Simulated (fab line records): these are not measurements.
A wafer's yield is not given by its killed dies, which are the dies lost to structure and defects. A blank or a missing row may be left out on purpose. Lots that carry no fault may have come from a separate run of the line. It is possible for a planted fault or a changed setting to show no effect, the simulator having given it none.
Split-lot study -- flow n5Finfet -- 21 wafers read across 7 lots, on a route 1938 steps long

## ABOUT THE SPLIT
At N5_BEOL_M6_TRENCH_ETCH_37 (etches SiCOH lowk in C4F6/O2, target depth 94.435 nm, time 31.5 s), the setting sourceW was moved away from the recipe's 345 W on 5 of the 21 wafers read, by -17.1% to +7.7%. For the rest of the wafers, this setting stayed at what the recipe calls for.

Reading taken at the split's own step.

## THE READING
rfVppV, in V, at N5_BEOL_M6_TRENCH_ETCH_37 (etches SiCOH lowk in C4F6/O2, target depth 94.435 nm, time 31.5 s). A value of 665 V with a standard deviation of 4.9 V is what fault-free wafers of this fab line usually give.

wafer,"tool, chamber at the split","sourceW as run, W",against the recipe,"rfVppV, V",against lot-mates on the recipe
L074.1,"rieDiel-05, 3",326.1,-5.5%,683,+16
L074.3,"rieDiel-05, 1",326.1,-5.5%,691,+24
L074.5,"rieDiel-05, 2",345,recipe,667,-
L075.1,"rieDiel-02, 3",345,recipe,664,-
L075.3,"rieDiel-02, 1",345,recipe,670,-
L075.6,"rieDiel-02, 0",345,recipe,663,-
L076.3,"rieDiel-01, 0",285.9,-17.1%,734,+68
L076.5,"rieDiel-01, 1",345,recipe,667,-
L076.6,"rieDiel-01, 0",345,recipe,666,-
L079.1,"rieDiel-05, 0",345,recipe,656,-
L079.5,"rieDiel-05, 0",345,recipe,655,-
L079.6,"rieDiel-05, 1",345,recipe,671,-
L091.1,"rieDiel-05, 1",345,recipe,670,-
L091.3,"rieDiel-05, 0",345,recipe,657,-
L091.5,"rieDiel-05, 0",345,recipe,657,-
L089.2,"rieDiel-01, 1",345,recipe,670,-
L089.4,"rieDiel-01, 0",345,recipe,666,-
L089.5,"rieDiel-01, 2",345,recipe,658,-
L096.2,"rieDiel-02, 3",371.5,+7.7%,639,-24
L096.3,"rieDiel-02, 0",371.5,+7.7%,639,-24
L096.5,"rieDiel-02, 0",345,recipe,663,-

FIT RESULTS
A straight line over all 21 wafers: rfVppV changes by -3.88 V for each +1% of sourceW; r = -0.96; the points scatter about the line by 5.4 V.
The same after taking each lot's own level away (the mean of its wafers on the recipe; 21 wafers): -3.68 V for each +1%; r = -0.97; scatter 4.9 V.
That fit puts the effect of the largest move of sourceW on the reading at 63 V.
Across the lots, their own levels run from 660.7 to 667.0 V, a range of 1.3 times the standard deviation given above.
The two slopes are in agreement: the lot-to-lot level therefore moves the slope only a little.
Check: for one of the wafers moved furthest among these (-17.1%), held out of the fit, the line's prediction against its lot-mates is +57 V. It came out at +67.5 V against them.
Tool readings at the split's step, against how far the setting was moved: rfVppV r = -0.96.

## THESE WAFERS: OTHER SPLITS
These wafers also went through other splits before the reading. Each is held against what the fit with the lots' levels taken away leaves over:
other split on the same wafers,wafers away from the commonest value,r with rfVppV (lot level and that fit taken away)
N5_BEOL_M5_COAT_66 spinRpm,7,+0.13
N5_BEOL_M6_EXPOSE_25 doseMj,10,+0.02
N5_BEOL_M6_ETCH_66 biasW,6,+0.10

## FILE'S OWN FIT
rfVppV changes by -3.75 V for each +1% of sourceW, r = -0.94.
